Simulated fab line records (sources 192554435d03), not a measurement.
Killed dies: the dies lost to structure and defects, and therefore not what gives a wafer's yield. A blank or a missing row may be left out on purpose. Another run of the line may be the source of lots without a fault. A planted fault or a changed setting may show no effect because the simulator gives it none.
Matching of chambers -- flow n5 finfet -- rie diel-04 running N5_BEOL_M0_STRIP_142: 4 sister chambers
The step strips in N2/H2, time 10 s. 4 wafers are shown with their chamber, then 8 later ones without.

EACH WAFER AND ITS CHAMBER
wafer,chamber,showerhead plenum p Torr (Torr)
L077.5,3,2.39
L087.4,2,2.55
L087.5,0,2.48
L088.1,1,2.70

WAFERS WHOSE CHAMBER IS MISSING
wafer,showerhead plenum p Torr (Torr)
L088.4,2.71
L088.6,2.70
L090.1,2.70
L090.5,2.48
L090.6,2.71
L097.1,2.54
L097.2,2.70
L097.5,2.69

THE CHAMBER EACH PASSED THROUGH
wafer,from the rows above,in truth
L088.4,1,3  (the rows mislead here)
L088.6,1,1
L090.1,1,1
L090.5,0,0
L090.6,1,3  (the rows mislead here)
L097.1,2,2
L097.2,1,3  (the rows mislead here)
L097.5,1,1
Correct placement for 5 of the 8. Number that these rows cannot place: 0. 3 placed wrongly.
How it was worked out, from the rows above alone: a wafer's distance from a chamber is the root of the sum, over the readings, of the square of ((its reading less the chamber's mean) divided by the reading's scatter). If the next closest chamber is less than 2 further off than the closest, the wafer can't be placed; otherwise it belongs to the closest. For every chamber, the mean is computed from those of its wafers that are shown. The scatter: with one shown wafer a chamber, the root of the mean of the squares of how far each hidden wafer lies from its nearest shown one.
